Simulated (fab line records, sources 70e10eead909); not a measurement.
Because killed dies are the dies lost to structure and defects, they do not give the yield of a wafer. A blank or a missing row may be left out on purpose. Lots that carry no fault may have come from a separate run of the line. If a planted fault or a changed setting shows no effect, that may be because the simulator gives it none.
Which of the tools did it? / flow nand_harc / 72 wafers from 24 lots sampled at 6 of the route's 1159 steps

WHAT THE GAUGES READ, wafer by wafer
Not one reading of a measure or inspect step in the record can be checked against a usual standard deviation.

TOOL THAT RAN EACH LOT (tool first, then ch and the chambers of the sampled wafers, then the start)
lot=L074; NHARC_P_GATE_STRIP_113=plasma_asher-02 ch 0,1, day 5 09:20; NHARC_P_CONTACT_DEP_00=pecvd-02 ch 0,2, day 5 12:14; NHARC_P_CONTACT_CMP_01=cmp-04 ch 0,1,2, day 5 13:06; NHARC_P_M1_CMP_23=cmp-02 ch 0,1, day 6 01:59; NHARC_P_M2_PVD_20=pvd_sputter-01, day 6 06:10 or earlier; NHARC_P_M2_CMP_23=cmp-03 ch 0,1,2, day 6 06:10
lot=L075; NHARC_P_GATE_STRIP_113=plasma_asher-02 ch 0,1, day 5 14:58; NHARC_P_CONTACT_DEP_00=pecvd-02 ch 1,2, day 5 18:32 or earlier; NHARC_P_CONTACT_CMP_01=cmp-04 ch 0,1,2, day 5 18:32; NHARC_P_M1_CMP_23=cmp-03 ch 1,2,3, day 6 10:27; NHARC_P_M2_PVD_20=pvd_sputter-03, day 6 14:36 or earlier; NHARC_P_M2_CMP_23=cmp-02 ch 0,1,3, day 6 14:36
lot=L076; NHARC_P_GATE_STRIP_113=plasma_asher-02 ch 0,1, day 5 15:58; NHARC_P_CONTACT_DEP_00=pecvd-01 ch 0,2, day 5 19:34 or earlier; NHARC_P_CONTACT_CMP_01=cmp-02 ch 2,3, day 5 19:34; NHARC_P_M1_CMP_23=cmp-04 ch 0,1, day 6 11:45; NHARC_P_M2_PVD_20=pvd_sputter-02, day 6 16:15 or earlier; NHARC_P_M2_CMP_23=cmp-03 ch 1,2,3, day 6 16:15
lot=L077; NHARC_P_GATE_STRIP_113=plasma_asher-02 ch 0, day 6 03:22; NHARC_P_CONTACT_DEP_00=pecvd-01 ch 0,2, day 6 06:37 or earlier; NHARC_P_CONTACT_CMP_01=cmp-02 ch 0,2, day 6 06:37; NHARC_P_M1_CMP_23=cmp-02 ch 1,2,3, day 6 18:45; NHARC_P_M2_PVD_20=pvd_sputter-03, day 6 22:51 or earlier; NHARC_P_M2_CMP_23=cmp-01 ch 1,2,3, day 6 22:51
lot=L078; NHARC_P_GATE_STRIP_113=plasma_asher-02 ch 0,1, day 6 13:58; NHARC_P_CONTACT_DEP_00=pecvd-01 ch 0,1, day 6 17:15 or earlier; NHARC_P_CONTACT_CMP_01=cmp-02 ch 0,1,2, day 6 17:15; NHARC_P_M1_CMP_23=cmp-03 ch 1,2, day 7 04:36; NHARC_P_M2_PVD_20=pvd_sputter-03, day 7 08:48 or earlier; NHARC_P_M2_CMP_23=cmp-02 ch 1,2, day 7 08:48
lot=L079; NHARC_P_GATE_STRIP_113=plasma_asher-01 ch 0,1, day 6 13:59; NHARC_P_CONTACT_DEP_00=pecvd-01 ch 0,1,2, day 6 17:41 or earlier; NHARC_P_CONTACT_CMP_01=cmp-01 ch 0,1,2, day 6 17:41; NHARC_P_M1_CMP_23=cmp-02 ch 0,1,2, day 7 12:41; NHARC_P_M2_PVD_20=pvd_sputter-03, day 7 16:53 or earlier; NHARC_P_M2_CMP_23=cmp-01 ch 0,1,3, day 7 16:53
lot=L080; NHARC_P_GATE_STRIP_113=plasma_asher-01 ch 0,1, day 7 00:44; NHARC_P_CONTACT_DEP_00=pecvd-02 ch 0,1,2, day 7 04:04 or earlier; NHARC_P_CONTACT_CMP_01=cmp-01 ch 0,2,3, day 7 04:04; NHARC_P_M1_CMP_23=cmp-04 ch 0,2,3, day 7 15:37; NHARC_P_M2_PVD_20=pvd_sputter-02, day 7 19:43 or earlier; NHARC_P_M2_CMP_23=cmp-02 ch 1,2,3, day 7 19:43
lot=L081; NHARC_P_GATE_STRIP_113=plasma_asher-02 ch 0,1, day 7 07:27; NHARC_P_CONTACT_DEP_00=pecvd-01 ch 0,1,2, day 7 10:49 or earlier; NHARC_P_CONTACT_CMP_01=cmp-04 ch 1,2,3, day 7 10:49; NHARC_P_M1_CMP_23=cmp-02 ch 0,2,3, day 8 00:52; NHARC_P_M2_PVD_20=pvd_sputter-03, day 8 05:26 or earlier; NHARC_P_M2_CMP_23=cmp-01 ch 0,1,2, day 8 05:26
lot=L082; NHARC_P_GATE_STRIP_113=plasma_asher-01 ch 0,1, day 7 08:21; NHARC_P_CONTACT_DEP_00=pecvd-01 ch 0,1,2, day 7 11:44 or earlier; NHARC_P_CONTACT_CMP_01=cmp-01 ch 0,3, day 7 11:44; NHARC_P_M1_CMP_23=cmp-03 ch 0,2,3, day 8 01:08; NHARC_P_M2_PVD_20=pvd_sputter-02, day 8 05:46 or earlier; NHARC_P_M2_CMP_23=cmp-03 ch 0,1,2, day 8 05:46
lot=L083; NHARC_P_GATE_STRIP_113=plasma_asher-02 ch 0,1, day 7 21:32; NHARC_P_CONTACT_DEP_00=pecvd-04 ch 0,1, day 8 01:09 or earlier; NHARC_P_CONTACT_CMP_01=cmp-01 ch 0,1,2, day 8 01:09; NHARC_P_M1_CMP_23=cmp-03 ch 0,1,3, day 8 12:51; NHARC_P_M2_PVD_20=pvd_sputter-02, day 8 17:09 or earlier; NHARC_P_M2_CMP_23=cmp-03 ch 0,1,2, day 8 17:09
lot=L084; NHARC_P_GATE_STRIP_113=plasma_asher-02 ch 0,1, day 7 22:12; NHARC_P_CONTACT_DEP_00=pecvd-01 ch 1,2, day 8 01:47 or earlier; NHARC_P_CONTACT_CMP_01=cmp-04 ch 0,1,3, day 8 01:47; NHARC_P_M1_CMP_23=cmp-04 ch 1,2,3, day 8 13:26; NHARC_P_M2_PVD_20=pvd_sputter-03, day 8 18:06 or earlier; NHARC_P_M2_CMP_23=cmp-03 ch 0,2,3, day 8 18:06
lot=L085; NHARC_P_GATE_STRIP_113=plasma_asher-02 ch 0,1, day 8 12:20; NHARC_P_CONTACT_DEP_00=pecvd-04 ch 0,1,2, day 8 15:38 or earlier; NHARC_P_CONTACT_CMP_01=cmp-02 ch 0,1,2, day 8 15:38; NHARC_P_M1_CMP_23=cmp-02 ch 0,1,3, day 9 02:52; NHARC_P_M2_PVD_20=pvd_sputter-01, day 9 06:54 or earlier; NHARC_P_M2_CMP_23=cmp-02 ch 0,1,2, day 9 06:54
lot=L087; NHARC_P_GATE_STRIP_113=plasma_asher-01 ch 1, day 8 12:59; NHARC_P_CONTACT_DEP_00=pecvd-04 ch 0,1, day 8 16:19 or earlier; NHARC_P_CONTACT_CMP_01=cmp-02 ch 0,3, day 8 16:19; NHARC_P_M1_CMP_23=cmp-03 ch 0,1,2, day 9 04:01; NHARC_P_M2_PVD_20=pvd_sputter-03, day 9 08:09 or earlier; NHARC_P_M2_CMP_23=cmp-03 ch 1,3, day 9 08:09
lot=L086; NHARC_P_GATE_STRIP_113=plasma_asher-02 ch 0,1, day 8 13:40; NHARC_P_CONTACT_DEP_00=pecvd-01 ch 1,2, day 8 17:02 or earlier; NHARC_P_CONTACT_CMP_01=cmp-01 ch 1,2,3, day 8 17:02; NHARC_P_M1_CMP_23=cmp-03 ch 0,1,2, day 9 04:30; NHARC_P_M2_PVD_20=pvd_sputter-03, day 9 08:45 or earlier; NHARC_P_M2_CMP_23=cmp-03 ch 1,2,3, day 9 08:45
lot=L088; NHARC_P_GATE_STRIP_113=plasma_asher-01 ch 0,1, day 8 20:53; NHARC_P_CONTACT_DEP_00=pecvd-01 ch 0,2, day 9 00:14 or earlier; NHARC_P_CONTACT_CMP_01=cmp-04 ch 1,2,3, day 9 00:14; NHARC_P_M1_CMP_23=cmp-03 ch 0,1,3, day 9 13:16; NHARC_P_M2_PVD_20=pvd_sputter-01, day 9 17:28 or earlier; NHARC_P_M2_CMP_23=cmp-03 ch 0,1,3, day 9 17:28
lot=L089; NHARC_P_GATE_STRIP_113=plasma_asher-01 ch 0,1, day 9 06:10; NHARC_P_CONTACT_DEP_00=pecvd-02 ch 0,2, day 9 09:46 or earlier; NHARC_P_CONTACT_CMP_01=cmp-04 ch 0,1,2, day 9 09:46; NHARC_P_M1_CMP_23=cmp-03 ch 0,2, day 10 03:23; NHARC_P_M2_PVD_20=pvd_sputter-01, day 10 07:41 or earlier; NHARC_P_M2_CMP_23=cmp-02 ch 1,3, day 10 07:41
lot=L090; NHARC_P_GATE_STRIP_113=plasma_asher-01 ch 0,1, day 9 14:00; NHARC_P_CONTACT_DEP_00=pecvd-04 ch 1,2, day 9 17:13 or earlier; NHARC_P_CONTACT_CMP_01=cmp-01 ch 1,2,3, day 9 17:13; NHARC_P_M1_CMP_23=cmp-02 ch 0,1,3, day 10 05:44; NHARC_P_M2_PVD_20=pvd_sputter-01, day 10 09:59 or earlier; NHARC_P_M2_CMP_23=cmp-01 ch 0,1,2, day 10 09:59
lot=L091; NHARC_P_GATE_STRIP_113=plasma_asher-02 ch 0, day 9 14:05; NHARC_P_CONTACT_DEP_00=pecvd-01 ch 0,1, day 9 17:28 or earlier; NHARC_P_CONTACT_CMP_01=cmp-02 ch 0,1,3, day 9 17:28; NHARC_P_M1_CMP_23=cmp-03 ch 1,2,3, day 10 06:08; NHARC_P_M2_PVD_20=pvd_sputter-01, day 10 10:49 or earlier; NHARC_P_M2_CMP_23=cmp-01 ch 1,2, day 10 10:49
lot=L092; NHARC_P_GATE_STRIP_113=plasma_asher-02 ch 0,1, day 9 23:59; NHARC_P_CONTACT_DEP_00=pecvd-01 ch 0,2, day 10 03:17; NHARC_P_CONTACT_CMP_01=cmp-04 ch 1,2, day 10 03:41; NHARC_P_M1_CMP_23=cmp-04 ch 0,1,3, day 10 15:58; NHARC_P_M2_PVD_20=pvd_sputter-02, day 10 20:14 or earlier; NHARC_P_M2_CMP_23=cmp-03 ch 2,3, day 10 20:14
lot=L093; NHARC_P_GATE_STRIP_113=plasma_asher-01 ch 0,1, day 10 04:04; NHARC_P_CONTACT_DEP_00=pecvd-02 ch 0,2, day 10 07:38 or earlier; NHARC_P_CONTACT_CMP_01=cmp-04 ch 0,1,2, day 10 07:38; NHARC_P_M1_CMP_23=cmp-03 ch 0,2,3, day 10 23:45; NHARC_P_M2_PVD_20=pvd_sputter-03, day 11 04:05 or earlier; NHARC_P_M2_CMP_23=cmp-03 ch 0,1,3, day 11 04:05
lot=L094; NHARC_P_GATE_STRIP_113=plasma_asher-02 ch 0,1, day 10 04:24; NHARC_P_CONTACT_DEP_00=pecvd-04 ch 0,1, day 10 07:54 or earlier; NHARC_P_CONTACT_CMP_01=cmp-01 ch 0,2,3, day 10 07:54; NHARC_P_M1_CMP_23=cmp-02 ch 1,2,3, day 11 00:14; NHARC_P_M2_PVD_20=pvd_sputter-03, day 11 04:53 or earlier; NHARC_P_M2_CMP_23=cmp-03 ch 0,1,2, day 11 04:53
lot=L096; NHARC_P_GATE_STRIP_113=plasma_asher-02 ch 0,1, day 10 16:29; NHARC_P_CONTACT_DEP_00=pecvd-04 ch 0,1, day 10 19:35 or earlier; NHARC_P_CONTACT_CMP_01=cmp-04 ch 0,1,3, day 10 19:35; NHARC_P_M1_CMP_23=cmp-03 ch 1,2,3, day 11 09:45; NHARC_P_M2_PVD_20=pvd_sputter-02, day 11 14:08 or earlier; NHARC_P_M2_CMP_23=cmp-01 ch 1,2, day 11 14:08
lot=L095; NHARC_P_GATE_STRIP_113=plasma_asher-01 ch 0,1, day 10 16:47; NHARC_P_CONTACT_DEP_00=pecvd-04 ch 1,2, day 10 20:19 or earlier; NHARC_P_CONTACT_CMP_01=cmp-02 ch 1,2, day 10 20:19; NHARC_P_M1_CMP_23=cmp-03 ch 0,1,2, day 11 10:06; NHARC_P_M2_PVD_20=pvd_sputter-03, day 11 14:22 or earlier; NHARC_P_M2_CMP_23=cmp-02 ch 2,3, day 11 14:22
lot=L097; NHARC_P_GATE_STRIP_113=plasma_asher-01 ch 0,1, day 10 22:35; NHARC_P_CONTACT_DEP_00=pecvd-04 ch 0,1, day 11 01:59 or earlier; NHARC_P_CONTACT_CMP_01=cmp-01 ch 0,1, day 11 01:59; NHARC_P_M1_CMP_23=cmp-04 ch 1,3, day 11 13:22; NHARC_P_M2_PVD_20=pvd_sputter-02, day 11 17:32 or earlier; NHARC_P_M2_CMP_23=cmp-02 ch 1,2,3, day 11 17:32
- NHARC_P_GATE_STRIP_113: strips in N2/H2, time 740 s.
- NHARC_P_CONTACT_DEP_00: deposits SiO2, target thk 500 nm.
- NHARC_P_CONTACT_CMP_01: polishes SiO2, target thk 200 nm.
- NHARC_P_M1_CMP_23: polishes, t overpolish 20 s, target thk 157.82 nm.
- NHARC_P_M2_PVD_20: deposits TaN, target thk 5 nm, time 8.06 s.
- NHARC_P_M2_CMP_23: polishes, t overpolish 20 s, target thk 144.3 nm.

AS READ BY THE TOOLS THEMSELVES (means over the sampled wafers that have a number; for cases with no such wafer, the mark the record gives instead)
NHARC_P_GATE_STRIP_113. Usual: drypump_motor_current_A 5.7 A, standard deviation 0.34; heater_power_w 93 W, standard deviation 4.4.
lot=L074; tool=plasma_asher-02; drypump_motor_current_A (A)=5.9; heater_power_w (W)=91; flag=
lot=L075; tool=plasma_asher-02; drypump_motor_current_A (A)=5.7; heater_power_w (W)=88; flag=
lot=L076; tool=plasma_asher-02; drypump_motor_current_A (A)=5.9; heater_power_w (W)=91; flag=
lot=L077; tool=plasma_asher-02; drypump_motor_current_A (A)=5.5; heater_power_w (W)=87; flag=
lot=L078; tool=plasma_asher-02; drypump_motor_current_A (A)=5.9; heater_power_w (W)=91; flag=
lot=L079; tool=plasma_asher-01; drypump_motor_current_A (A)=5.4; heater_power_w (W)=95; flag=
lot=L080; tool=plasma_asher-01; drypump_motor_current_A (A)=5.5; heater_power_w (W)=98; flag=
lot=L081; tool=plasma_asher-02; drypump_motor_current_A (A)=5.9; heater_power_w (W)=90; flag=
lot=L082; tool=plasma_asher-01; drypump_motor_current_A (A)=5.4; heater_power_w (W)=96; flag=
lot=L083; tool=plasma_asher-02; drypump_motor_current_A (A)=5.7; heater_power_w (W)=89; flag=
lot=L084; tool=plasma_asher-02; drypump_motor_current_A (A)=5.7; heater_power_w (W)=90; flag=
lot=L085; tool=plasma_asher-02; drypump_motor_current_A (A)=5.7; heater_power_w (W)=89; flag=
lot=L087; tool=plasma_asher-01; drypump_motor_current_A (A)=5.7; heater_power_w (W)=100; flag=
lot=L086; tool=plasma_asher-02; drypump_motor_current_A (A)=5.9; heater_power_w (W)=92; flag=
lot=L088; tool=plasma_asher-01; drypump_motor_current_A (A)=5.5; heater_power_w (W)=98; flag=
lot=L089; tool=plasma_asher-01; drypump_motor_current_A (A)=5.4; heater_power_w (W)=96; flag=
lot=L090; tool=plasma_asher-01; drypump_motor_current_A (A)=5.4; heater_power_w (W)=97; flag=
lot=L091; tool=plasma_asher-02; drypump_motor_current_A (A)=5.4; heater_power_w (W)=92; flag=
lot=L092; tool=plasma_asher-02; drypump_motor_current_A (A)=5.7; heater_power_w (W)=95; flag=
lot=L093; tool=plasma_asher-01; drypump_motor_current_A (A)=5.5; heater_power_w (W)=98; flag=
lot=L094; tool=plasma_asher-02; drypump_motor_current_A (A)=5.9; heater_power_w (W)=94; flag=
lot=L096; tool=plasma_asher-02; drypump_motor_current_A (A)=5.7; heater_power_w (W)=94; flag=
lot=L095; tool=plasma_asher-01; drypump_motor_current_A (A)=5.4; heater_power_w (W)=94; flag=
lot=L097; tool=plasma_asher-01; drypump_motor_current_A (A)=5.5; heater_power_w (W)=98; flag=

NHARC_P_CONTACT_DEP_00. Usual: heater_power_w 597 W, standard deviation 94; throttle_valve_pct 15.8 %, standard deviation 0.62.
lot=L074; tool=pecvd-02; heater_power_w (W)=634; throttle_valve_pct (%)=15.7; flag=
lot=L075; tool=pecvd-02; heater_power_w (W)=636; throttle_valve_pct (%)=14.7; flag=
lot=L076; tool=pecvd-01; heater_power_w (W)=601; throttle_valve_pct (%)=16.0; flag=
lot=L077; tool=pecvd-01; heater_power_w (W)=590; throttle_valve_pct (%)=15.9; flag=
lot=L078; tool=pecvd-01; heater_power_w (W)=541; throttle_valve_pct (%)=16.1; flag=
lot=L079; tool=pecvd-01; heater_power_w (W)=602; throttle_valve_pct (%)=15.8; flag=
lot=L080; tool=pecvd-02; heater_power_w (W)=572; throttle_valve_pct (%)=15.5; flag=
lot=L081; tool=pecvd-01; heater_power_w (W)=601; throttle_valve_pct (%)=16.1; flag=
lot=L082; tool=pecvd-01; heater_power_w (W)=577; throttle_valve_pct (%)=16.1; flag=
lot=L083; tool=pecvd-04; heater_power_w (W)=643; throttle_valve_pct (%)=16.0; flag=
lot=L084; tool=pecvd-01; heater_power_w (W)=585; throttle_valve_pct (%)=16.3; flag=
lot=L085; tool=pecvd-04; heater_power_w (W)=558; throttle_valve_pct (%)=16.0; flag=
lot=L087; tool=pecvd-04; heater_power_w (W)=647; throttle_valve_pct (%)=16.2; flag=
lot=L086; tool=pecvd-01; heater_power_w (W)=591; throttle_valve_pct (%)=16.1; flag=
lot=L088; tool=pecvd-01; heater_power_w (W)=642; throttle_valve_pct (%)=16.1; flag=
lot=L089; tool=pecvd-02; heater_power_w (W)=637; throttle_valve_pct (%)=15.3; flag=
lot=L090; tool=pecvd-04; heater_power_w (W)=654; throttle_valve_pct (%)=15.0; flag=
lot=L091; tool=pecvd-01; heater_power_w (W)=502; throttle_valve_pct (%)=16.0; flag=
lot=L092; tool=pecvd-01; heater_power_w (W)=650; throttle_valve_pct (%)=16.1; flag=
lot=L093; tool=pecvd-02; heater_power_w (W)=679; throttle_valve_pct (%)=14.8; flag=
lot=L094; tool=pecvd-04; heater_power_w (W)=650; throttle_valve_pct (%)=15.9; flag=
lot=L096; tool=pecvd-04; heater_power_w (W)=627; throttle_valve_pct (%)=16.0; flag=
lot=L095; tool=pecvd-04; heater_power_w (W)=602; throttle_valve_pct (%)=15.3; flag=
lot=L097; tool=pecvd-04; heater_power_w (W)=664; throttle_valve_pct (%)=16.0; flag=

NHARC_P_CONTACT_CMP_01. Usual: 11.5 A for motor_current_A, sd 1.4.
lot=L074; tool=cmp-04; motor_current_A (A)=11.3; flag=
lot=L075; tool=cmp-04; motor_current_A (A)=11.6; flag=
lot=L076; tool=cmp-02; motor_current_A (A)=11.3; flag=
lot=L077; tool=cmp-02; motor_current_A (A)=11.7; flag=
lot=L078; tool=cmp-02; motor_current_A (A)=12.0; flag=
lot=L079; tool=cmp-01; motor_current_A (A)=12.2; flag=
lot=L080; tool=cmp-01; motor_current_A (A)=10.8; flag=
lot=L081; tool=cmp-04; motor_current_A (A)=10.6; flag=
lot=L082; tool=cmp-01; motor_current_A (A)=9.3; flag=
lot=L083; tool=cmp-01; motor_current_A (A)=12.6; flag=
lot=L084; tool=cmp-04; motor_current_A (A)=10.9; flag=
lot=L085; tool=cmp-02; motor_current_A (A)=11.4; flag=
lot=L087; tool=cmp-02; motor_current_A (A)=12.1; flag=
lot=L086; tool=cmp-01; motor_current_A (A)=12.1; flag=
lot=L088; tool=cmp-04; motor_current_A (A)=10.8; flag=
lot=L089; tool=cmp-04; motor_current_A (A)=11.3; flag=
lot=L090; tool=cmp-01; motor_current_A (A)=12.5; flag=
lot=L091; tool=cmp-02; motor_current_A (A)=12.7; flag=
lot=L092; tool=cmp-04; motor_current_A (A)=10.7; flag=
lot=L093; tool=cmp-04; motor_current_A (A)=11.7; flag=
lot=L094; tool=cmp-01; motor_current_A (A)=10.7; flag=
lot=L096; tool=cmp-04; motor_current_A (A)=11.1; flag=
lot=L095; tool=cmp-02; motor_current_A (A)=11.1; flag=
lot=L097; tool=cmp-01; motor_current_A (A)=12.8; flag=

NHARC_P_M1_CMP_23. Usual: motor_current_A 11.9 A, standard deviation 0.9; time_to_endpoint_s 27.5 s, standard deviation 2.9.
lot=L074; tool=cmp-02; motor_current_A (A)=12.9; time_to_endpoint_s (s)=30.2; flag=
lot=L075; tool=cmp-03; motor_current_A (A)=12.1; time_to_endpoint_s (s)=23.6; flag=
lot=L076; tool=cmp-04; motor_current_A (A)=11.7; time_to_endpoint_s (s)=26.6; flag=
lot=L077; tool=cmp-02; motor_current_A (A)=11.7; time_to_endpoint_s (s)=29.5; flag=
lot=L078; tool=cmp-03; motor_current_A (A)=11.6; time_to_endpoint_s (s)=27.0; flag=
lot=L079; tool=cmp-02; motor_current_A (A)=12.1; time_to_endpoint_s (s)=29.0; flag=
lot=L080; tool=cmp-04; motor_current_A (A)=11.4; time_to_endpoint_s (s)=27.5; flag=
lot=L081; tool=cmp-02; motor_current_A (A)=11.5; time_to_endpoint_s (s)=27.5; flag=
lot=L082; tool=cmp-03; motor_current_A (A)=12.3; time_to_endpoint_s (s)=28.2; flag=
lot=L083; tool=cmp-03; motor_current_A (A)=12.5; time_to_endpoint_s (s)=26.8; flag=
lot=L084; tool=cmp-04; motor_current_A (A)=10.7; time_to_endpoint_s (s)=30.0; flag=
lot=L085; tool=cmp-02; motor_current_A (A)=12.3; time_to_endpoint_s (s)=28.9; flag=
lot=L087; tool=cmp-03; motor_current_A (A)=12.1; time_to_endpoint_s (s)=23.9; flag=
lot=L086; tool=cmp-03; motor_current_A (A)=12.0; time_to_endpoint_s (s)=26.7; flag=
lot=L088; tool=cmp-03; motor_current_A (A)=12.3; time_to_endpoint_s (s)=24.4; flag=
lot=L089; tool=cmp-03; motor_current_A (A)=12.6; time_to_endpoint_s (s)=26.9; flag=
lot=L090; tool=cmp-02; motor_current_A (A)=12.6; time_to_endpoint_s (s)=30.5; flag=
lot=L091; tool=cmp-03; motor_current_A (A)=12.0; time_to_endpoint_s (s)=25.5; flag=
lot=L092; tool=cmp-04; motor_current_A (A)=10.9; time_to_endpoint_s (s)=30.6; flag=
lot=L093; tool=cmp-03; motor_current_A (A)=12.2; time_to_endpoint_s (s)=23.7; flag=
lot=L094; tool=cmp-02; motor_current_A (A)=11.9; time_to_endpoint_s (s)=32.3; flag=
lot=L096; tool=cmp-03; motor_current_A (A)=11.8; time_to_endpoint_s (s)=26.0; flag=
lot=L095; tool=cmp-03; motor_current_A (A)=12.5; time_to_endpoint_s (s)=24.8; flag=
lot=L097; tool=cmp-04; motor_current_A (A)=10.4; time_to_endpoint_s (s)=30.4; flag=

NHARC_P_M2_PVD_20. Usual: 29.6 % for throttle_valve_pct, sd 0.78.
lot=L074; tool=pvd_sputter-01; throttle_valve_pct (%)=29.9; flag=
lot=L075; tool=pvd_sputter-03; throttle_valve_pct (%)=29.6; flag=
lot=L076; tool=pvd_sputter-02; throttle_valve_pct (%)=29.2; flag=
lot=L077; tool=pvd_sputter-03; throttle_valve_pct (%)=30.1; flag=
lot=L078; tool=pvd_sputter-03; throttle_valve_pct (%)=29.6; flag=
lot=L079; tool=pvd_sputter-03; throttle_valve_pct (%)=29.5; flag=
lot=L080; tool=pvd_sputter-02; throttle_valve_pct (%)=29.2; flag=
lot=L081; tool=pvd_sputter-03; throttle_valve_pct (%)=29.9; flag=
lot=L082; tool=pvd_sputter-02; throttle_valve_pct (%)=29.4; flag=
lot=L083; tool=pvd_sputter-02; throttle_valve_pct (%)=30.1; flag=
lot=L084; tool=pvd_sputter-03; throttle_valve_pct (%)=29.9; flag=
lot=L085; tool=pvd_sputter-01; throttle_valve_pct (%)=29.2; flag=
lot=L087; tool=pvd_sputter-03; throttle_valve_pct (%)=29.7; flag=
lot=L086; tool=pvd_sputter-03; throttle_valve_pct (%)=29.5; flag=
lot=L088; tool=pvd_sputter-01; throttle_valve_pct (%)=29.6; flag=
lot=L089; tool=pvd_sputter-01; throttle_valve_pct (%)=28.7; flag=
lot=L090; tool=pvd_sputter-01; throttle_valve_pct (%)=29.9; flag=
lot=L091; tool=pvd_sputter-01; throttle_valve_pct (%)=29.6; flag=
lot=L092; tool=pvd_sputter-02; throttle_valve_pct (%)=28.6; flag=
lot=L093; tool=pvd_sputter-03; throttle_valve_pct (%)=29.9; flag=
lot=L094; tool=pvd_sputter-03; throttle_valve_pct (%)=29.6; flag=
lot=L096; tool=pvd_sputter-02; throttle_valve_pct (%)=29.7; flag=
lot=L095; tool=pvd_sputter-03; throttle_valve_pct (%)=29.8; flag=
lot=L097; tool=pvd_sputter-02; throttle_valve_pct (%)=28.6; flag=

NHARC_P_M2_CMP_23. Usual: motor_current_A 12.1 A, standard deviation 1.2; time_to_endpoint_s 27 s, standard deviation 3.1.
lot=L074; tool=cmp-03; motor_current_A (A)=12.1; time_to_endpoint_s (s)=24; flag=
lot=L075; tool=cmp-02; motor_current_A (A)=12.6; time_to_endpoint_s (s)=30; flag=
lot=L076; tool=cmp-03; motor_current_A (A)=11.6; time_to_endpoint_s (s)=24; flag=
lot=L077; tool=cmp-01; motor_current_A (A)=12.0; time_to_endpoint_s (s)=29; flag=
lot=L078; tool=cmp-02; motor_current_A (A)=12.1; time_to_endpoint_s (s)=29; flag=
lot=L079; tool=cmp-01; motor_current_A (A)=11.6; time_to_endpoint_s (s)=28; flag=
lot=L080; tool=cmp-02; motor_current_A (A)=11.7; time_to_endpoint_s (s)=27; flag=
lot=L081; tool=cmp-01; motor_current_A (A)=12.7; time_to_endpoint_s (s)=30; flag=
lot=L082; tool=cmp-03; motor_current_A (A)=12.2; time_to_endpoint_s (s)=25; flag=
lot=L083; tool=cmp-03; motor_current_A (A)=12.2; time_to_endpoint_s (s)=25; flag=
lot=L084; tool=cmp-03; motor_current_A (A)=12.7; time_to_endpoint_s (s)=27; flag=
lot=L085; tool=cmp-02; motor_current_A (A)=11.8; time_to_endpoint_s (s)=31; flag=
lot=L087; tool=cmp-03; motor_current_A (A)=12.2; time_to_endpoint_s (s)=25; flag=
lot=L086; tool=cmp-03; motor_current_A (A)=11.7; time_to_endpoint_s (s)=23; flag=
lot=L088; tool=cmp-03; motor_current_A (A)=12.4; time_to_endpoint_s (s)=26; flag=
lot=L089; tool=cmp-02; motor_current_A (A)=12.6; time_to_endpoint_s (s)=28; flag=
lot=L090; tool=cmp-01; motor_current_A (A)=12.5; time_to_endpoint_s (s)=31; flag=
lot=L091; tool=cmp-01; motor_current_A (A)=13.2; time_to_endpoint_s (s)=32; flag=
lot=L092; tool=cmp-03; motor_current_A (A)=11.8; time_to_endpoint_s (s)=26; flag=
lot=L093; tool=cmp-03; motor_current_A (A)=12.6; time_to_endpoint_s (s)=23; flag=
lot=L094; tool=cmp-03; motor_current_A (A)=12.4; time_to_endpoint_s (s)=24; flag=
lot=L096; tool=cmp-01; motor_current_A (A)=13.6; time_to_endpoint_s (s)=29; flag=
lot=L095; tool=cmp-02; motor_current_A (A)=11.0; time_to_endpoint_s (s)=29; flag=
lot=L097; tool=cmp-02; motor_current_A (A)=11.6; time_to_endpoint_s (s)=32; flag=

THE ANSWER, worked out from the rows above alone
Rule: take the mean of a lot's wafers that have a number; if it is more than 3 standard deviations from the usual mean, the lot is off. Also off: a lot with no number at a reading for which 4 or more lots have one. Where the step has rows for the other lots, those lots are counted as sound. Order of review: gauges by route order, followed by the tools' own readings, for which a lot's mean as printed above is used. At the first step where some lot is off, the reading lying furthest off is the one used; lots without a number count as furthest.
None of the lots is off at any reading shown; this tells nothing.

WHAT THE SIMULATOR PUT IN
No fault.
